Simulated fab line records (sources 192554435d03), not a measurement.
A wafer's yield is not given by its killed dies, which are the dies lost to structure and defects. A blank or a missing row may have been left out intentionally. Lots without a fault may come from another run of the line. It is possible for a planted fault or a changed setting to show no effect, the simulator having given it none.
Matching of chambers / flow n5-finfet / pecvd-03 running N5_BEOL_M12_DEP_53: 3 sister chambers
The step deposits SiCN from 3MS/NH3, target thk 30 nm, time 10.5 s. 6 wafers are shown with their chamber, then 12 later ones without.

EACH WAFER AND ITS CHAMBER
wafer=L087.4; chamber=0; throttle-valve-pct (%)=17.2; showerhead-plenum-p-Torr (Torr)=4.158
wafer=L087.5; chamber=1; throttle-valve-pct (%)=17.6; showerhead-plenum-p-Torr (Torr)=4.160
wafer=L087.6; chamber=2; throttle-valve-pct (%)=17.1; showerhead-plenum-p-Torr (Torr)=4.174
wafer=L089.1; chamber=2; throttle-valve-pct (%)=17.5; showerhead-plenum-p-Torr (Torr)=4.170
wafer=L089.2; chamber=1; throttle-valve-pct (%)=17.7; showerhead-plenum-p-Torr (Torr)=4.159
wafer=L089.3; chamber=0; throttle-valve-pct (%)=17.1; showerhead-plenum-p-Torr (Torr)=4.153

WAFERS WITH NO CHAMBER GIVEN
wafer=L089.4; throttle-valve-pct (%)=17.0; showerhead-plenum-p-Torr (Torr)=4.155
wafer=L089.5; throttle-valve-pct (%)=17.0; showerhead-plenum-p-Torr (Torr)=4.161
wafer=L089.6; throttle-valve-pct (%)=17.8; showerhead-plenum-p-Torr (Torr)=4.167
wafer=L092.3; throttle-valve-pct (%)=17.8; showerhead-plenum-p-Torr (Torr)=4.174
wafer=L092.4; throttle-valve-pct (%)=17.5; showerhead-plenum-p-Torr (Torr)=4.172
wafer=L092.6; throttle-valve-pct (%)=17.2; showerhead-plenum-p-Torr (Torr)=4.152
wafer=L094.1; throttle-valve-pct (%)=17.8; showerhead-plenum-p-Torr (Torr)=4.165
wafer=L094.2; throttle-valve-pct (%)=17.3; showerhead-plenum-p-Torr (Torr)=4.166
wafer=L094.3; throttle-valve-pct (%)=17.3; showerhead-plenum-p-Torr (Torr)=4.161
wafer=L094.4; throttle-valve-pct (%)=17.5; showerhead-plenum-p-Torr (Torr)=4.162
wafer=L094.5; throttle-valve-pct (%)=17.7; showerhead-plenum-p-Torr (Torr)=4.160
wafer=L094.6; throttle-valve-pct (%)=17.4; showerhead-plenum-p-Torr (Torr)=4.156

EACH ONE'S CHAMBER
wafer=L089.4; from the rows above=0; in truth=0
wafer=L089.5; from the rows above=can't be placed: 0 or 1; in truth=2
wafer=L089.6; from the rows above=can't be placed: 1 or 2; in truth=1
wafer=L092.3; from the rows above=2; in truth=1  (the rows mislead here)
wafer=L092.4; from the rows above=2; in truth=2
wafer=L092.6; from the rows above=0; in truth=0
wafer=L094.1; from the rows above=can't be placed: 1 or 2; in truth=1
wafer=L094.2; from the rows above=can't be placed: 2 or 1 or 0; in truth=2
wafer=L094.3; from the rows above=can't be placed: 1 or 0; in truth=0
wafer=L094.4; from the rows above=can't be placed: 1 or 0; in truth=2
wafer=L094.5; from the rows above=1; in truth=1
wafer=L094.6; from the rows above=can't be placed: 0 or 1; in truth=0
Correct placement for 4 of the 12. From these rows, 7 cannot be placed; in 5 the true chamber is one of the candidates. Placed wrongly: 1.
How it was worked out, from the rows above alone: a wafer's distance from a chamber is the root of the sum, over the readings, of the square of ((its reading less the chamber's mean) divided by the reading's scatter). If the next closest chamber is less than 2 further off than the closest, the wafer can't be placed; otherwise it belongs to the closest. Each chamber's mean is taken over the wafers shown for it. The scatter: take each reading less its chamber's mean, square it, sum over the shown wafers, divide by the number of wafers less the number of chambers, and take the root.
